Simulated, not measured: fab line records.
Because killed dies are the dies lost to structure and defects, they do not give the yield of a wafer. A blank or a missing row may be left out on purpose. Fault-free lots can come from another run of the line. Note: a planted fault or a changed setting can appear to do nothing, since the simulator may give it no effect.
Struck lot and sound lot, side by side | flow n5 finfet | 36 steps out of a route of 1938
Sound: the wafers L602.4, L602.5, L602.6. The struck wafers were L615.1, L615.2, L615.5. The cause is named last.
Order at every step that has rows: each side's tool, ch and its chambers, its first start. Under that, the readings that differ: sound wafers | struck wafers | difference of the means | sigmas: that difference in standard deviations of wafers without a fault.
alike: a reading whose means differ by less than 2 such deviations, as well as words and numbers matching on both sides. not compared: withheld readings; readings where some wafer has no value; bounds like >300 that might hide an equal value; numbers whose values overlap and for which the record gives no deviation.
A row with sigmas, a row that says differs or no value, or rows on one side alone: a step with any of these is where the two part. When numbers do not overlap yet have no deviation, they are printed without sigmas and do not part them. A reading missing from all wafers of one side parts the sides only when that side holds two or more wafers.

first, 9 steps without rows for these wafers: N5_BEOL_M8_ILD_DEP_00 (deposits SiCOH lowk from DEMS/porogen, target thk 179.75 nm, time 33.4 s); N5_BEOL_M8_CURE_74 (cures SiCOH lowk, time 240 s); N5_BEOL_M8_PECVD_70 (deposits SiO2 from TEOS/O2, target thk 20 nm, time 22.7 s); N5_BEOL_M8_HM_DEP_02 (deposits TiN, target thk 20 nm); N5_BEOL_M8_COAT_59 (time 60 s, resist thk 100 nm); N5_BEOL_M8_COAT_60 (time 60 s, resist thk 35 nm); N5_BEOL_M8_COAT_05 (resist thk 90 nm); N5_BEOL_M8_EBR_07; N5_BEOL_M8_SOFTBAKE_06 (time 60 s).
N5_BEOL_M8_EXPOSE_08: exposes mask M8.
  sound on arfi scanner-01 ch 0, day 10 22:26; struck on arfi scanner-01 ch 0, day 14 03:43
  alike: mask
then, 2 steps without rows for these wafers: N5_BEOL_M8_PEB_09 (peb time 60 s); N5_BEOL_M8_DEVELOP_10 (develop time 30 s).
N5_BEOL_M8_CD_MEAS_11: target cd 38.5 nm.
  sound on cd sem-03 ch 0, day 10 22:33; struck on cd sem-03 ch 0, day 14 03:50
  reading    | sound          | struck         | difference | sigmas
  cd nm (nm) | 39.6 39.3 38.7 | 30.3 32.0 30.1 | -8.4       | -13
then, 1 step without rows for these wafers: N5_BEOL_M8_DESCUM_16 (chemistry O2, time 7.9 s).
N5_BEOL_M8_ETCH_61: etches SiARC in CF4, target depth 45.5 nm, time 75.8 s.
  sound on rie diel-04 ch 0,2,3, day 10 22:40; struck on rie diel-01 ch 0,1,2, day 14 04:11
  reading                         | sound     | struck         | difference | sigmas
  model.BEOL_M8.cd offset nm (nm) | 1 0.8 0.2 | -8.4 -6.6 -8.6 | -8.5       |
  alike: chamber pressure mTorr, drypump motor current A, etch rf on time s, mfc ar sccm, oes product au, rf vpp V, showerhead plenum p Torr, throttle valve pct
  not compared: rf hours counter h
then, 3 steps without rows for these wafers: N5_BEOL_M8_ETCH_62 (etches SOC in N2/H2, target depth 110 nm, overetch 22 nm, time 165 s); N5_BEOL_M8_STRIP_68 (strips in N2/H2); N5_BEOL_M8_STRIP_67 (strips in CF4).
N5_BEOL_M8_HM_OPEN_17: chemistry Cl2/BCl3, target TiN, target depth 20 nm, overetch 6 nm.
  sound on rie metal-02 ch 0,1, day 10 22:56; struck on rie metal-02 ch 0, day 14 04:26
  reading                         | sound   | struck       | difference | sigmas
  model.BEOL_M8.cd offset nm (nm) | 1 1 0.4 | -8 -6.6 -8.8 | -9         |
  alike: bcl3 flow sccm, chamber pressure mTorr, drypump motor current A, mfc ar sccm, oes product au, throttle valve pct
  not compared: rf hours counter h
then, 1 step without rows for these wafers: N5_BEOL_M8_STRIP_19 (strips in O2).
N5_BEOL_M8_CD_MEAS_18: pitch 80 nm, target cd 40 nm.
  struck on cd sem-01, day 14 04:44; sound on cd sem-03, day 10 23:11
  reading    | sound          | struck         | difference | sigmas
  cd nm (nm) | 41.1 41.2 40.6 | 32.0 33.4 31.1 | -8.8       | -11
then, 13 steps without rows for these wafers: N5_BEOL_M8_COAT_63 (time 60 s, resist thk 60 nm); N5_BEOL_M8_COAT_64 (time 60 s, resist thk 12 nm); N5_BEOL_M8_COAT_71 (time 60 s, resist thk 5 nm); N5_BEOL_M8_COAT_22 (resist thk 30 nm); N5_BEOL_M8_EBR_24; N5_BEOL_M8_SOFTBAKE_23 (time 60 s); N5_BEOL_M8_EXPOSE_25 (exposes mask V7, target cd 40 nm); N5_BEOL_M8_PEB_26 (peb time 60 s); N5_BEOL_M8_DEVELOP_27 (develop time 30 s); N5_BEOL_M8_DESCUM_33 (chemistry O2, time 7 s); N5_BEOL_M8_ETCH_72 (etches underlayer in N2/H2, target depth 6.5 nm, time 5.2 s); N5_BEOL_M8_ETCH_65 (etches SiARC in CF4, target depth 15.6 nm, time 26 s); N5_BEOL_M8_ETCH_66 (etches SOC in N2/H2, target depth 80 nm, overetch 16 nm, time 120 s).
-- record jumps: 2 days separate the struck wafers' starts on either side; left off in module BEOL_M8, taken up again in module BEOL_M15, whose first shown step is the route's number 1830 --
N5_BEOL_M15_RC_MEAS_101:
  sound on prober-01 ch 0, day 13 06:45; struck on prober-02 ch 0, day 16 11:01
  reading                   | sound                   | struck                  | difference | sigmas
  COMB_M13 (S/m)            | 4.8e-12 3.3e-12 3.3e-12 | 5.8e-12 5.7e-12 5.8e-12 | +2.0e-12   | +2
  COMB_M15 (S/m)            | 1.2e-12 1.6e-12 2e-12   | 3e-12 3.5e-12 3.3e-12   | +2e-12     | +2
  SERP_M7 (ohm/um)          | 14.5 16.0 15.7          | 13.9 13.0 14.2          | -1.7       | -2
  SERP_M8 (ohm/um)          | 13.1 13.3 14.0          | 22.3 20.6 23.2          | +8.6       | +11
  SERP_M8_max_site (ohm/um) | 13.7 14.2 14.4          | 23.4 21.9 24.3          | +9.1       | +11
  alike: COMB_M10, COMB_M11, COMB_M12, COMB_M14, COMB_M5, COMB_M6, COMB_M7, COMB_M9, SERP_M10, SERP_M11, SERP_M12, SERP_M13, SERP_M14, SERP_M5, SERP_M6, SERP_M9
N5_PASSIVATION_PROBE_49:
  struck on prober-01, day 17 02:52; sound on prober-01, day 13 19:48
  alike: defect limited yield, killed_at_M0_to_M3, killed_at_M4_up, killed at contacts, killed at front end, killed at other, killed dies, killed open, killed short, sort_bin_5_function, sort_bin_6_memory, sort_bin_8_speed, sort n pass

== WHERE THEY PART ==
At N5_BEOL_M8_CD_MEAS_11 first; at N5_BEOL_M15_RC_MEAS_101 last (within this record only). Later steps at which nothing parts them and some readings are alike: N5_PASSIVATION_PROBE_49.

WHY: what the simulator had put in
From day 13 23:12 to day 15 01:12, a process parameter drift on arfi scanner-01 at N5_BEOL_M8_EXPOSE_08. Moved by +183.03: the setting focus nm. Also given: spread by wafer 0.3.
